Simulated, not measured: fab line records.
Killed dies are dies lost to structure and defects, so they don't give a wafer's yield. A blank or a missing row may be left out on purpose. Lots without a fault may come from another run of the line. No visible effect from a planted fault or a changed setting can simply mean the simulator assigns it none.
Chamber matching -- flow nandHarc -- NHARC_P_CONTACT_ALD_22 on aldMetal-01: 4 sister chambers
The step deposits TiN, target thk 3 nm, pulse time 1 s, ald cycles 150. 4 wafers are shown with their chamber, then 10 later ones without.

## EACH WAFER AND ITS CHAMBER
wafer,chamber,heaterPowerW (W)
L083.1,0,1163
L088.1,1,907
L090.1,3,989
L090.3,2,945

## WAFERS WITHOUT THEIR CHAMBER
wafer,heaterPowerW (W)
L090.5,912
L092.1,933
L092.3,929
L092.4,1000
L093.1,1187
L093.3,958
L093.4,924
L097.1,1018
L097.3,1181
L097.4,932

## WHICH CHAMBER EACH ONE RAN IN
wafer,from the rows above,in truth
L090.5,can't be placed: 1 or 2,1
L092.1,can't be placed: 2 or 1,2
L092.3,can't be placed: 2 or 1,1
L092.4,3,3
L093.1,0,0
L093.3,can't be placed: 2 or 3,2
L093.4,can't be placed: 1 or 2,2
L097.1,3,3
L097.3,0,0
L097.4,can't be placed: 2 or 1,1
4 of 10 placed correctly. From these rows, 6 cannot be placed; in 6 the true chamber is one of the candidates. Placed wrongly: 0.
How it was worked out, from the rows above alone: a wafer's distance from a chamber is the root of the sum, over the readings, of the square of ((its reading less the chamber's mean) divided by the reading's scatter). If the next closest chamber is less than 2 further off than the closest, the wafer can't be placed; otherwise it belongs to the closest. A chamber's mean is the mean of its shown wafers. The scatter: with one shown wafer a chamber, the root of the mean of the squares of how far each hidden wafer lies from its nearest shown one.
